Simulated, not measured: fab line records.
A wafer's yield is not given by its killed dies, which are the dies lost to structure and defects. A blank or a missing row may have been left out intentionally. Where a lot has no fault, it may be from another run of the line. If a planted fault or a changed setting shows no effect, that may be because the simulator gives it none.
Matching of chambers ; flow n5_finfet ; N5_BEOL_M2_ILD_DEP_00 on pecvd-03: 3 sister chambers
The step deposits SiOC from DEMS/O2, target thk 79 nm, time 15.3 s. 22 wafers are shown with their chamber, then 11 later ones without.

## EACH WAFER AND ITS CHAMBER
wafer;chamber;throttle_valve_pct (%);showerhead_vpp_V (V);showerhead_plenum_p_Torr (Torr)
L074.3;1;12.3;1335;5.706
L074.4;2;11.4;1384;5.706
L074.5;0;11.8;1296;5.679
L079.1;0;11.6;1279;5.690
L079.3;1;12.4;1320;5.693
L079.5;1;12.7;1349;5.691
L080.1;1;12.4;1340;5.693
L080.4;0;11.8;1292;5.676
L080.5;1;12.2;1328;5.701
L082.1;0;11.7;1278;5.678
L082.4;0;11.7;1281;5.673
L082.5;1;12.6;1314;5.692
L084.2;1;12.5;1341;5.701
L084.5;2;11.3;1384;5.710
L084.6;1;12.5;1338;5.695
L088.1;2;11.4;1378;5.704
L088.2;1;12.6;1354;5.696
L088.3;0;11.8;1268;5.685
L089.1;2;11.3;1400;5.708
L089.3;1;12.4;1319;5.702
L089.5;1;12.5;1344;5.704
L090.1;2;11.3;1380;5.702

SIGNATURES (means of the wafers above)
reading;chamber 0;chamber 1;chamber 2;scatter within a chamber
throttle_valve_pct;11.733;12.464;11.340;0.115
showerhead_vpp_V;1282.33;1334.73;1385.20;11.5
showerhead_plenum_p_Torr;5.68017;5.69764;5.70600;0.00521
Rule: for a wafer and a chamber, the distance is found by dividing, reading by reading, the gap between the wafer's reading and the chamber's mean by the reading's scatter, squaring, summing and taking the root. If the next closest chamber is less than 2 further off than the closest, the wafer can't be placed; otherwise it belongs to the closest. The scatter is the square root of a quotient: the sum, over the shown wafers, of each reading's squared deviation from its chamber's mean, divided by wafers minus chambers.

## WAFERS MISSING THEIR CHAMBER
wafer;throttle_valve_pct (%);showerhead_vpp_V (V);showerhead_plenum_p_Torr (Torr)
L090.2;12.5;1331;5.682
L090.6;11.5;1268;5.705
L091.1;12.6;1339;5.679
L091.4;12.5;1345;5.684
L091.5;12.5;1307;5.691
L093.2;11.6;1284;5.678
L093.3;11.7;1309;5.676
L093.6;12.6;1336;5.697
L094.1;11.3;1368;5.714
L094.2;11.9;1288;5.671
L094.4;12.5;1348;5.691

## THE CHAMBER EACH PASSED THROUGH
wafer;from the rows above;in truth
L090.2;1;1
L090.6;0;0
L091.1;1;1
L091.4;1;1
L091.5;1;1
L093.2;0;0
L093.3;0;0
L093.6;1;1
L094.1;2;2
L094.2;0;0
L094.4;1;1
Placed correctly: 11 of 11. Number that these rows cannot place: 0. Placed wrongly: 0.
